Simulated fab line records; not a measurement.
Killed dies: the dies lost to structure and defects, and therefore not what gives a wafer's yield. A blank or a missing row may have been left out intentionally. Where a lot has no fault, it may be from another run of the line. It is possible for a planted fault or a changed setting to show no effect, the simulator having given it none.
The tool behind it: which one? | flow nandHarc | 13 lots, 35 wafers sampled, at 5 steps of a route of 1302

## WHAT EACH GAUGE READ, for each wafer
NHARC_END_SORT_01. Usual: defectLimitedYield 91 %, standard deviation 3; killedAtArray 56, standard deviation 20; killedAtOther 0.9, standard deviation 1.1; killedAtPeriphery 3.7, standard deviation 3; killedDies 61, standard deviation 21; killedOpen 2.9, standard deviation 1.6; killedShort 2.6, standard deviation 1.4.
lot  | measured     | on        | defectLimitedYield (%) | killedAtArray | killedAtOther | killedAtPeriphery | killedDies | killedOpen | killedShort | flag
L311 | day 26 18:53 | prober-01 | 88                     | 52            | 0             | 32                | 84         | 0          | 3           | OFF
L313 | day 27 20:06 | prober-02 | 85                     | 67            | 0             | 37                | 104        | 3          | 1           | OFF

## EACH LOT AND THE TOOL THAT RAN IT (in order: tool; ch and the chambers of the sampled wafers; start)
lot  | NHARC_P_M1_ETCH_35                | NHARC_P_M1_ETCH_28                           | NHARC_P_M1_PVD_20                      | NHARC_P_M1_CMP_23
L306 | rieDiel-11 ch 0,1,3, day 6 01:31  | rieDiel-11 ch 1,3, day 6 03:32 or earlier    | pvdSputter-03, day 6 03:32 or earlier  | cmp-04 ch 1,2,3, day 6 03:32
L307 | rieDiel-07 ch 0,1,2, day 6 16:12  | rieDiel-07 ch 1,2,3, day 6 18:13 or earlier  | pvdSputter-03, day 6 18:13 or earlier  | cmp-03 ch 0,1,3, day 6 18:13
L308 | rieDiel-07 ch 0,2,3, day 7 00:43  | rieDiel-07 ch 1,2,3, day 7 03:02 or earlier  | pvdSputter-03, day 7 03:02 or earlier  | cmp-03 ch 0,1,3, day 7 03:02
L311 | rieDiel-07 ch 3, day 8 12:22      | rieDiel-11 ch 1, day 8 14:34 or earlier      | pvdSputter-01, day 8 14:34 or earlier  | cmp-03 ch 1, day 8 14:34
L313 | rieDiel-07 ch 3, day 9 11:08      | rieDiel-11 ch 0, day 9 13:16 or earlier      | pvdSputter-02, day 9 13:16 or earlier  | cmp-04 ch 0, day 9 13:16
L320 | rieDiel-07 ch 0,1,3, day 12 09:40 | rieDiel-04 ch 0,1,3, day 12 11:41 or earlier | pvdSputter-02, day 12 11:41 or earlier | cmp-04 ch 0,1,3, day 12 11:41
L321 | rieDiel-11 ch 0,2,3, day 12 20:40 | rieDiel-11 ch 0,2,3, day 12 22:42 or earlier | pvdSputter-01, day 12 22:42 or earlier | cmp-03 ch 2,3, day 12 22:42
L322 | rieDiel-07 ch 1,2,3, day 12 23:02 | rieDiel-07 ch 0,2,3, day 13 01:03 or earlier | pvdSputter-01, day 13 01:03 or earlier | cmp-04 ch 2,3, day 13 01:03
L323 | rieDiel-04 ch 0,1,3, day 13 10:07 | rieDiel-11 ch 1,2,3, day 13 12:09 or earlier | pvdSputter-01, day 13 12:09 or earlier | cmp-01 ch 0,3, day 13 12:09
L324 | rieDiel-07 ch 0,1,3, day 13 21:26 | rieDiel-11 ch 0,1,3, day 13 23:27 or earlier | pvdSputter-03, day 13 23:27 or earlier | cmp-04 ch 0,2, day 13 23:27
L325 | rieDiel-07 ch 0,1,3, day 14 07:43 | rieDiel-11 ch 0,2,3, day 14 09:45 or earlier | pvdSputter-01, day 14 09:45 or earlier | cmp-04 ch 0,1, day 14 09:45
L326 | rieDiel-07 ch 0,1,3, day 14 13:23 | rieDiel-07 ch 2,3, day 14 15:36 or earlier   | pvdSputter-02, day 14 15:36 or earlier | cmp-03 ch 0,1,3, day 14 15:36
L329 | rieDiel-07 ch 1,2, day 15 20:57   | rieDiel-11 ch 1,2, day 15 22:58 or earlier   | pvdSputter-01, day 15 22:58 or earlier | cmp-01 ch 0,1,3, day 15 22:58
- NHARC_P_M1_ETCH_35: etches the open film in N2/H2, target depth 40 nm, overetch 12 nm, time 43.94 s.
- NHARC_P_M1_ETCH_28: etches the open film in CF4/N2, target depth 30 nm, time 72.99 s.
- NHARC_P_M1_PVD_20: deposits TaN, target thk 5 nm, time 8.06 s.
- NHARC_P_M1_CMP_23: polishes, t overpolish 20 s, target thk 157.82 nm.

## WHAT THE TOOLS THEMSELVES READ (means of the sampled wafers that have a number; where no wafer has one, the mark that the record gives instead)
NHARC_P_M1_ETCH_35. Usual: drypumpMotorCurrentA 5.5 A, standard deviation 0.52; h2FlowSccm 150.0 sccm, standard deviation 0.44; oesProductAu 1.001 a.u., standard deviation 0.011; rfVppV 428.6 V, standard deviation 2.6; showerheadPlenumPTorr 1.97 Torr, standard deviation 0.088; throttleValvePct 14.170 %, standard deviation 0.0079.
lot  | tool       | drypumpMotorCurrentA (A) | h2FlowSccm (sccm) | oesProductAu (a.u.) | rfVppV (V) | showerheadPlenumPTorr (Torr) | throttleValvePct (%) | flag
L306 | rieDiel-11 | 6.4                      | 150.0             | 0.990               | 430.9      | 2.06                         | 14.173               | 
L307 | rieDiel-07 | 5.3                      | 150.0             | 1.004               | 426.7      | 1.93                         | 14.173               | 
L308 | rieDiel-07 | 5.3                      | 150.1             | 1.000               | 427.5      | 1.94                         | 14.170               | 
L311 | rieDiel-07 | 5.1                      | 151.1             | 1.000               | 427.9      | 1.94                         | 14.172               | 
L313 | rieDiel-07 | 5.0                      | 149.8             | 0.999               | 427.6      | 1.94                         | 14.166               | 
L320 | rieDiel-07 | 5.3                      | 150.0             | 1.003               | 428.1      | 1.94                         | 14.173               | 
L321 | rieDiel-11 | 6.2                      | 150.4             | 0.994               | 430.9      | 2.03                         | 14.167               | 
L322 | rieDiel-07 | 5.1                      | 149.8             | 0.999               | 427.3      | 1.91                         | 14.170               | 
L323 | rieDiel-04 | 5.9                      | 150.3             | 0.992               | 431.7      | 2.08                         | 14.172               | 
L324 | rieDiel-07 | 5.3                      | 150.2             | 1.003               | 428.3      | 1.94                         | 14.173               | 
L325 | rieDiel-07 | 5.3                      | 149.8             | 1.007               | 427.7      | 1.94                         | 14.175               | 
L326 | rieDiel-07 | 5.3                      | 149.7             | 1.015               | 427.7      | 1.94                         | 14.159               | 
L329 | rieDiel-07 | 5.1                      | 149.9             | 1.004               | 427.5      | 1.90                         | 14.170               | 

NHARC_P_M1_ETCH_28. Usual: drypumpMotorCurrentA 5.7 A, standard deviation 0.57; oesProductAu 0.996 a.u., standard deviation 0.013; rfVppV 313.8 V, standard deviation 2.3; showerheadPlenumPTorr 2.60 Torr, standard deviation 0.12; throttleValvePct 19.795 %, standard deviation 0.009.
lot  | tool       | drypumpMotorCurrentA (A) | oesProductAu (a.u.) | rfVppV (V) | showerheadPlenumPTorr (Torr) | throttleValvePct (%) | flag
L306 | rieDiel-11 | 6.1                      | 0.983               | 315.9      | 2.75                         | 19.807               | 
L307 | rieDiel-07 | 5.1                      | 1.011               | 311.6      | 2.48                         | 19.791               | 
L308 | rieDiel-07 | 5.1                      | 1.006               | 311.6      | 2.48                         | 19.799               | 
L311 | rieDiel-11 | 6.0                      | 0.992               | 317.7      | 2.78                         | 19.790               | 
L313 | rieDiel-11 | 6.7                      | 0.993               | 310.2      | 2.48                         | 19.792               | 
L320 | rieDiel-04 | 5.9                      | 0.999               | 314.8      | 2.67                         | 19.794               | 
L321 | rieDiel-11 | 6.2                      | 0.981               | 314.4      | 2.62                         | 19.791               | 
L322 | rieDiel-07 | 5.3                      | 0.993               | 312.8      | 2.50                         | 19.789               | 
L323 | rieDiel-11 | 5.9                      | 0.984               | 314.8      | 2.72                         | 19.792               | 
L324 | rieDiel-11 | 6.4                      | 0.999               | 313.4      | 2.64                         | 19.798               | 
L325 | rieDiel-11 | 6.2                      | 0.991               | 313.4      | 2.62                         | 19.788               | 
L326 | rieDiel-07 | 5.1                      | 1.005               | 311.7      | 2.47                         | 19.791               | 
L329 | rieDiel-11 | 5.6                      | 0.977               | 316.2      | 2.73                         | 19.789               | 

NHARC_P_M1_PVD_20. Usual: chamberPressurePa 0.12002 Pa, standard deviation 0.00023; throttleValvePct 29.9 %, standard deviation 1.3.
lot  | tool          | chamberPressurePa (Pa) | throttleValvePct (%) | flag
L306 | pvdSputter-03 | 0.11963                | 30.3                 | 
L307 | pvdSputter-03 | 0.12035                | 29.8                 | 
L308 | pvdSputter-03 | 0.11999                | 29.6                 | 
L311 | pvdSputter-01 | 0.11991                | 27.4                 | 
L313 | pvdSputter-02 | 0.11979                | 30.7                 | 
L320 | pvdSputter-02 | 0.12012                | 30.1                 | 
L321 | pvdSputter-01 | 0.12006                | 29.1                 | 
L322 | pvdSputter-01 | 0.12013                | 29.1                 | 
L323 | pvdSputter-01 | 0.11985                | 29.6                 | 
L324 | pvdSputter-03 | 0.11979                | 29.6                 | 
L325 | pvdSputter-01 | 0.12011                | 28.5                 | 
L326 | pvdSputter-02 | 0.11994                | 30.7                 | 
L329 | pvdSputter-01 | 0.12003                | 29.6                 | 

NHARC_P_M1_CMP_23. Usual: motorCurrentA 12.7 A, standard deviation 1.7; slurryFilterDpKPa 13.48 kPa, standard deviation 0.15; timeToEndpointS 27 s, standard deviation 3.4.
lot  | tool   | motorCurrentA (A) | slurryFilterDpKPa (kPa) | timeToEndpointS (s) | flag
L306 | cmp-04 | 13.6              | 13.62                   | 28                  | 
L307 | cmp-03 | 12.2              | 13.52                   | 26                  | 
L308 | cmp-03 | 12.5              | 13.55                   | 27                  | 
L311 | cmp-03 | 13.1              | 13.26                   | 26                  | 
L313 | cmp-04 | 10.4              | 13.37                   | 24                  | 
L320 | cmp-04 | 13.1              | 13.35                   | 21                  | 
L321 | cmp-03 | 12.5              | 13.36                   | 26                  | 
L322 | cmp-04 | 12.8              | 13.61                   | 28                  | 
L323 | cmp-01 | 12.3              | 13.59                   | 29                  | 
L324 | cmp-04 | 11.4              | 13.41                   | 29                  | 
L325 | cmp-04 | 14.1              | 13.37                   | 26                  | 
L326 | cmp-03 | 12.7              | 13.54                   | 28                  | 
L329 | cmp-01 | 12.0              | 13.52                   | 31                  | 

## THE ANSWER, worked out from the rows above alone
Rule: lot off if the mean of its wafers having a number is beyond 3 standard deviations from the usual mean. Also off: a lot with no number at a reading for which 4 or more lots have one. The other lots that the step has rows for count as sound. After the gauges, taken in route order, come the tools' own readings; for these a lot's mean is taken, as printed above. At the first step where some lot is off, the reading lying furthest off is the one used; lots without a number count as furthest.
Off: L311, L313 (NHARC_END_SORT_01, killedAtPeriphery). Neither off nor sound, because the step has no rows for them: L306, L307, L308, L320, L321, L322, L323, L324, L325, L326, L329.
A tool fits if, at a process step before that reading, it ran every lot that is off, and no sound lot after the first of them. Those tools and the gauges at NHARC_END_SORT_01 are tried in the same way. Because NHARC_P_M1_ETCH_28 lacks a start for some lots, the hours and order of its lots are taken from NHARC_P_M1_CMP_23. Because NHARC_P_M1_PVD_20 lacks a start for some lots, the hours and order of its lots are taken from NHARC_P_M1_CMP_23. This does not decide it: 2 tools fit, namely rieDiel-07 at NHARC_P_M1_ETCH_35 and rieDiel-11 at NHARC_P_M1_ETCH_28.

## WHAT WAS PUT IN BY THE SIMULATOR
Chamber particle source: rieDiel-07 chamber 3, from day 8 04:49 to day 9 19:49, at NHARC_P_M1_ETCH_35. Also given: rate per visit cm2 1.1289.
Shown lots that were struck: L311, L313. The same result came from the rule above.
